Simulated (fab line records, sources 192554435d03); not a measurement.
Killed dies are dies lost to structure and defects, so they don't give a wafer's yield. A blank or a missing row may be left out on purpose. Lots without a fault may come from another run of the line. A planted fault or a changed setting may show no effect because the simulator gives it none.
Which tool did it? | flow n5_finfet | 11 lots, 31 wafers sampled, at 5 steps of a route of 1938

WHAT THE GAUGES READ, wafer by wafer
The record holds no reading of a measuring or inspecting step that can be judged against a usual standard deviation.

WHICH TOOL RAN EACH LOT (tool, then ch and the chambers of the sampled wafers, then the start)
lot  | N5_MIM_BOT_LITHO_DESCUM_10         | N5_PASSIVATION_VIA_ETCH_13         | N5_PASSIVATION_DEGAS_18      | N5_PASSIVATION_SPUTTER_20    | N5_PASSIVATION_PROBE_49
L424 | rie_diel-04 ch 0,1,3, day 12 09:29 | rie_diel-02 ch 0,1,2, day 12 12:29 | pvd_sputter-03, day 12 13:23 | pvd_sputter-03, day 12 13:28 | -
L429 | rie_diel-06 ch 2,3, day 13 11:20   | rie_diel-03 ch 1,2, day 13 13:23   | pvd_sputter-02, day 13 15:01 | pvd_sputter-02, day 13 15:05 | -
L427 | rie_diel-05 ch 0,2,3, day 13 23:16 | rie_diel-02 ch 0,1,3, day 14 03:43 | pvd_sputter-03, day 14 04:13 | pvd_sputter-03, day 14 04:18 | -
L430 | rie_diel-04 ch 0,3, day 14 00:55   | rie_diel-02 ch 0,2,3, day 14 04:11 | pvd_sputter-03, day 14 04:46 | pvd_sputter-03, day 14 04:50 | prober-02, day 14 11:47
L431 | rie_diel-06 ch 1,2, day 14 01:25   | rie_diel-03 ch 0,1,3, day 14 03:15 | pvd_sputter-03, day 14 03:48 | pvd_sputter-03, day 14 03:53 | prober-01, day 14 09:54
L432 | rie_diel-06 ch 1,2,3, day 14 02:46 | rie_diel-02 ch 0,1,2, day 14 07:04 | pvd_sputter-02, day 14 08:13 | pvd_sputter-02, day 14 08:18 | prober-02, day 14 13:58
L434 | rie_diel-06 ch 2,3, day 15 04:16   | rie_diel-03 ch 0,3, day 15 08:28   | pvd_sputter-01, day 15 09:17 | pvd_sputter-01, day 15 09:22 | -
L437 | rie_diel-05 ch 2,3, day 16 05:31   | rie_diel-03 ch 1,2, day 16 07:34   | pvd_sputter-02, day 16 08:33 | pvd_sputter-02, day 16 08:38 | -
L442 | rie_diel-04 ch 0,1,2, day 16 06:25 | rie_diel-02 ch 1,2,3, day 16 08:47 | pvd_sputter-03, day 16 09:29 | pvd_sputter-03, day 16 09:34 | prober-01, day 16 16:26
L446 | rie_diel-05 ch 2,3, day 17 21:28   | rie_diel-02 ch 1,3, day 17 23:46   | pvd_sputter-03, day 18 00:26 | pvd_sputter-03, day 18 00:31 | -
L444 | rie_diel-04 ch 0,2,3, day 18 01:33 | rie_diel-02 ch 0,1,2, day 18 03:19 | pvd_sputter-03, day 18 03:50 | pvd_sputter-03, day 18 03:55 | -
- N5_MIM_BOT_LITHO_DESCUM_10: chemistry O2, time 7.9 s.
- N5_PASSIVATION_VIA_ETCH_13: etches SiO2 in CHF3/O2, target depth 660 nm, time 330 s.
- N5_PASSIVATION_DEGAS_18: time 60 s.
- N5_PASSIVATION_SPUTTER_20: material TaN, target thk 50 nm.
- N5_PASSIVATION_PROBE_49

WHAT THE TOOLS THEMSELVES READ (means of the sampled wafers that have a number; where no wafer has one, the mark that the record gives instead)
N5_MIM_BOT_LITHO_DESCUM_10.
lot  | tool        | chamber_pressure_mTorr (mTorr) | drypump_motor_current_A (A) | o2_flow_sccm (sccm) | oes_product_au (a.u.) | rf_vpp_V (V) | showerhead_plenum_p_Torr (Torr) | throttle_valve_pct (%)
L424 | rie_diel-04 | 19.997                         | 5.6                         | 225.5               | 0.75                  | 243.4        | 2.09                            | 20.67
L429 | rie_diel-06 | 20.012                         | 5.4                         | 225.3               | 0.85                  | 243.0        | 2.10                            | 20.32
L427 | rie_diel-05 | 20.010                         | 5.9                         | 225.2               | 0.72                  | 243.1        | 2.08                            | 20.62
L430 | rie_diel-04 | 20.020                         | 5.6                         | 225.8               | 0.70                  | 244.7        | 2.11                            | 20.64
L431 | rie_diel-06 | 19.988                         | 5.6                         | 224.5               | 0.80                  | 243.0        | 2.06                            | 20.48
L432 | rie_diel-06 | 19.994                         | 5.4                         | 225.0               | 0.80                  | 241.1        | 2.03                            | 20.51
L434 | rie_diel-06 | 20.011                         | 5.3                         | 225.6               | 0.82                  | 242.7        | 2.08                            | 20.36
L437 | rie_diel-05 | 19.992                         | 6.0                         | 224.8               | 0.72                  | 242.9        | 2.07                            | 20.54
L442 | rie_diel-04 | 20.010                         | 5.6                         | 224.4               | 0.83                  | 244.1        | 2.13                            | 20.50
L446 | rie_diel-05 | 20.011                         | 6.1                         | 225.8               | 0.81                  | 242.7        | 2.07                            | 20.38
L444 | rie_diel-04 | 20.002                         | 5.2                         | 225.3               | 0.77                  | 242.8        | 2.09                            | 20.55

N5_PASSIVATION_VIA_ETCH_13.
lot  | tool        | O2_flow_sccm (sccm) | chamber_pressure_mTorr (mTorr) | drypump_motor_current_A (A) | etch_rf_on_time_s (s) | oes_product_au (a.u.) | rf_vpp_V (V) | showerhead_plenum_p_Torr (Torr) | throttle_valve_pct (%)
L424 | rie_diel-02 | 5.003               | 30.012                         | 5.4                         | 236                   | 0.64                  | 521          | 2.31                            | 19.06
L429 | rie_diel-03 | 5.001               | 30.024                         | 5.6                         | 239                   | 0.64                  | 516          | 2.43                            | 19.06
L427 | rie_diel-02 | 5.019               | 29.968                         | 5.3                         | 237                   | 0.66                  | 524          | 2.41                            | 18.99
L430 | rie_diel-02 | 5.000               | 30.013                         | 5.7                         | 236                   | 0.68                  | 522          | 2.39                            | 19.17
L431 | rie_diel-03 | 4.996               | 30.028                         | 5.4                         | 237                   | 0.64                  | 517          | 2.43                            | 19.15
L432 | rie_diel-02 | 5.001               | 30.009                         | 5.4                         | 238                   | 0.64                  | 522          | 2.30                            | 19.08
L434 | rie_diel-03 | 5.016               | 29.995                         | 5.6                         | 196                   | 0.74                  | 522          | 2.45                            | 19.16
L437 | rie_diel-03 | 5.001               | 30.021                         | 5.8                         | 198                   | 0.71                  | 522          | 2.44                            | 19.05
L442 | rie_diel-02 | 4.990               | 30.004                         | 5.5                         | 237                   | 0.76                  | 525          | 2.45                            | 18.90
L446 | rie_diel-02 | 5.001               | 29.982                         | 5.4                         | 237                   | 0.76                  | 527          | 2.55                            | 18.82
L444 | rie_diel-02 | 4.996               | 29.973                         | 5.4                         | 230                   | 0.71                  | 525          | 2.39                            | 19.01

N5_PASSIVATION_DEGAS_18.
lot  | tool           | heater_power_w (W)
L424 | pvd_sputter-03 | 471
L429 | pvd_sputter-02 | 509
L427 | pvd_sputter-03 | 506
L430 | pvd_sputter-03 | 501
L431 | pvd_sputter-03 | 501
L432 | pvd_sputter-02 | 498
L434 | pvd_sputter-01 | 470
L437 | pvd_sputter-02 | 498
L442 | pvd_sputter-03 | 503
L446 | pvd_sputter-03 | 494
L444 | pvd_sputter-03 | 495

N5_PASSIVATION_SPUTTER_20.
lot  | tool           | throttle_valve_pct (%)
L424 | pvd_sputter-03 | 30.2
L429 | pvd_sputter-02 | 30.4
L427 | pvd_sputter-03 | 29.3
L430 | pvd_sputter-03 | 29.5
L431 | pvd_sputter-03 | 29.2
L432 | pvd_sputter-02 | 30.3
L434 | pvd_sputter-01 | 31.5
L437 | pvd_sputter-02 | 30.4
L442 | pvd_sputter-03 | 29.3
L446 | pvd_sputter-03 | 29.4
L444 | pvd_sputter-03 | 29.5

N5_PASSIVATION_PROBE_49.
lot  | tool      | defect_limited_yield (%) | killed_at_M0_to_M3 | killed_at_M4_up | killed_at_contacts | killed_at_front_end | killed_at_other | killed_dies | killed_open | killed_short | sort_bin_5_function (%) | sort_bin_6_memory (%) | sort_bin_8_speed (%) | sort_n_pass | sort_yield_pct (%)
L430 | prober-02 | 91.4                     | 27                 | 13              | 13                 | 41                  | 7               | 101         | 62          | 39           | 5.2                     | 3.0                   | 0.00                 | 1079        | 91.4
L431 | prober-01 | 91.9                     | 31                 | 18              | 5                  | 41                  | 1               | 96          | 66          | 29           | 4.9                     | 3.0                   | 0.00                 | 1084        | 91.9
L432 | prober-02 | 92.3                     | 33                 | 10              | 6                  | 37                  | 5               | 92          | 61          | 29           | 4.5                     | 3.0                   | 0.00                 | 1088        | 92.3
L442 | prober-01 | 90.3                     | 36                 | 14              | 14                 | 48                  | 3               | 115         | 73          | 41           | 5.9                     | 3.5                   | 0.00                 | 1065        | 90.3

THE ANSWER, worked out from the rows above alone
Rule: what is usual is taken from the lots themselves. Put in order of their means at a reading, lots are off if they are a third of the lots or fewer, leave a main group of 4 or more, and stand apart from it by a gap of 3 or more times the standard deviation of the main group's means; of several such gaps the widest counts. A main group whose means are all the same, to the digits that the tables above print for the reading, isn't used. A lot without any number at a reading at which 4 lots or more have one is off too. The other lots that the step has rows for count as sound. The gauges are gone through in route order, then the tools' own readings, and for those a lot's mean is taken as printed above. The first step at which some lot is off is used, and at that step the reading that is off furthest; a lot without a number counts as furthest.
Off: L434, L437, at N5_PASSIVATION_VIA_ETCH_13 (etch_rf_on_time_s). The main group: mean 236 s, standard deviation 2.4.
A tool fits if, at that step or a process step before it, it ran every lot that is off, and no sound lot after the first of them. One fits: rie_diel-03 at N5_PASSIVATION_VIA_ETCH_13. Its last sound lot is L431 (day 14 03:15), its first lot that is off L434 (day 15 08:28): a fault that began between those two fits.
The tool's own readings at N5_PASSIVATION_VIA_ETCH_13 bear it out: on the lots that are off they differ by more than 5 times the standard deviation of the sound lots' means. etch_rf_on_time_s reads 197 s there against 236 s on the sound lots.

WHAT THE SIMULATOR HAD PUT IN
Process parameter drift: rie_diel-03, from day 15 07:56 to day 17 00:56, at N5_PASSIVATION_VIA_ETCH_13. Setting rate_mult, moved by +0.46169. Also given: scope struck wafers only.
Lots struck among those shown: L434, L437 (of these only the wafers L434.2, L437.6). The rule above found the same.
